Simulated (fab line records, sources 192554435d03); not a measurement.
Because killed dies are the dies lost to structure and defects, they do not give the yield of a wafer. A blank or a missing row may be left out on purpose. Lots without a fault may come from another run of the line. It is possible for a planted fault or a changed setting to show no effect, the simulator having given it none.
The tool behind it: which one? | flow n5Finfet | 9 lots, 27 wafers sampled, at 3 steps of a route of 1938

## WHAT THE GAUGES READ, wafer by wafer
N5_BEOL_M11_INSPECT_13: inspects for defects (brightfield). Usual: 409 for rawDefectCount, sd 100.
lot  | measured     | on               | rawDefectCount | flag
L624 | day 10 03:16 | defectInspect-02 | 367 437 549    | 
L628 | day 10 15:35 | defectInspect-01 | 414 458 293    | 
L627 | day 10 19:47 | defectInspect-01 | 344 506 465    | 
L629 | day 11 14:20 | defectInspect-01 | 594 535 472    | 
L632 | day 12 18:01 | defectInspect-01 | 465 468 577    | 
L639 | day 14 06:44 | defectInspect-01 | 464 554 400    | 
L645 | day 15 09:13 | defectInspect-01 | 288 461 431    | 
L647 | day 16 02:23 | defectInspect-02 | 287 280 240    | 
L646 | day 16 17:27 | defectInspect-02 | 278 463 252    | 

N5_BEOL_M11_INSPECT_30: inspects for defects (brightfield). Usual: 409 for rawDefectCount, sd 93.
lot  | measured     | on               | rawDefectCount | flag
L624 | day 10 05:38 | defectInspect-01 | 409 479 571    | 
L628 | day 10 18:01 | defectInspect-02 | 391 449 261    | 
L627 | day 11 02:00 | defectInspect-01 | 353 518 475    | 
L629 | day 12 01:58 | defectInspect-02 | 1327 483 407   | OFF
L632 | day 12 19:55 | defectInspect-01 | 492 454 1405   | OFF
L639 | day 14 13:25 | defectInspect-01 | 469 560 406    | 
L645 | day 15 10:39 | defectInspect-02 | 288 411 382    | 
L647 | day 16 03:23 | defectInspect-01 | 328 309 270    | 
L646 | day 16 20:05 | defectInspect-02 | 273 476 253    | 

## WHAT TOOL EACH LOT RAN ON (gives the tool, then ch and the chambers of the sampled wafers, and finally the start)
lot  | N5_BEOL_M11_HM_OPEN_17
L624 | rieMetal-03 ch 0,1, day 10 03:49
L628 | rieMetal-03 ch 0,1, day 10 15:56
L627 | rieMetal-03 ch 0,1, day 10 20:59
L629 | rieMetal-03 ch 0,1, day 11 15:24
L632 | rieMetal-03 ch 0,1, day 12 18:19
L639 | rieMetal-01 ch 0,1, day 14 07:03
L645 | rieMetal-03 ch 0,1, day 15 09:58
L647 | rieMetal-03 ch 0,1, day 16 02:41
L646 | rieMetal-03 ch 0,1, day 16 17:53
- N5_BEOL_M11_HM_OPEN_17: chemistry Cl2/BCl3, target TiN, target depth 20 nm, overetch 6 nm.

## WHAT THE TOOLS THEMSELVES READ (means of the sampled wafers that have a number; where no wafer has one, the mark that the record gives instead)
N5_BEOL_M11_HM_OPEN_17. Usual: biasW 126.0 W, standard deviation 0.37; drypumpMotorCurrentA 5.6 A, standard deviation 0.37; mfcCl2Sccm 53.27 sccm, standard deviation 0.16; oesProductAu 0.67 a.u., standard deviation 0.051; rfFwdPowerW 993 W, standard deviation 3.4; throttleValvePct 22.04 %, standard deviation 0.26.
lot  | tool        | biasW (W) | drypumpMotorCurrentA (A) | mfcCl2Sccm (sccm) | oesProductAu (a.u.) | rfFwdPowerW (W) | throttleValvePct (%) | flag
L624 | rieMetal-03 | 126.0     | 5.7                      | 53.29             | 0.68                | 994             | 21.95                | 
L628 | rieMetal-03 | 126.0     | 5.5                      | 53.25             | 0.70                | 992             | 21.78                | 
L627 | rieMetal-03 | 126.0     | 5.5                      | 53.20             | 0.71                | 989             | 21.78                | 
L629 | rieMetal-03 | 126.0     | 5.5                      | 53.25             | 0.70                | 997             | 21.79                | 
L632 | rieMetal-03 | 125.7     | 5.5                      | 53.29             | 0.69                | 994             | 21.80                | 
L639 | rieMetal-01 | 125.8     | 5.6                      | 53.20             | 0.69                | 995             | 22.12                | 
L645 | rieMetal-03 | 126.1     | 5.5                      | 53.10             | 0.68                | 993             | 21.81                | 
L647 | rieMetal-03 | 126.2     | 5.7                      | 53.14             | 0.65                | 992             | 21.99                | 
L646 | rieMetal-03 | 126.2     | 5.5                      | 53.21             | 0.67                | 994             | 21.81                | 

## THE ANSWER, worked out from the rows above alone
Rule: take the mean of a lot's wafers that have a number; if it is more than 3 standard deviations from the usual mean, the lot is off. Also off: a lot with no number at a reading for which 4 or more lots have one. The other lots that the step has rows for count as sound. The gauges are gone through in route order, then the tools' own readings, and for those a lot's mean is taken as printed above. The first step at which some lot is off is used, and at that step the reading that is off furthest; a lot without a number counts as furthest.
Off: L629, L632, at N5_BEOL_M11_INSPECT_30 (rawDefectCount).
A tool fits if, at a process step before that reading, it ran every lot that is off, and no sound lot after the first of them. Those tools and the gauges at N5_BEOL_M11_INSPECT_30 are tried in the same way. No candidate that was tried fits.

## WHAT HAD BEEN PUT IN BY THE SIMULATOR
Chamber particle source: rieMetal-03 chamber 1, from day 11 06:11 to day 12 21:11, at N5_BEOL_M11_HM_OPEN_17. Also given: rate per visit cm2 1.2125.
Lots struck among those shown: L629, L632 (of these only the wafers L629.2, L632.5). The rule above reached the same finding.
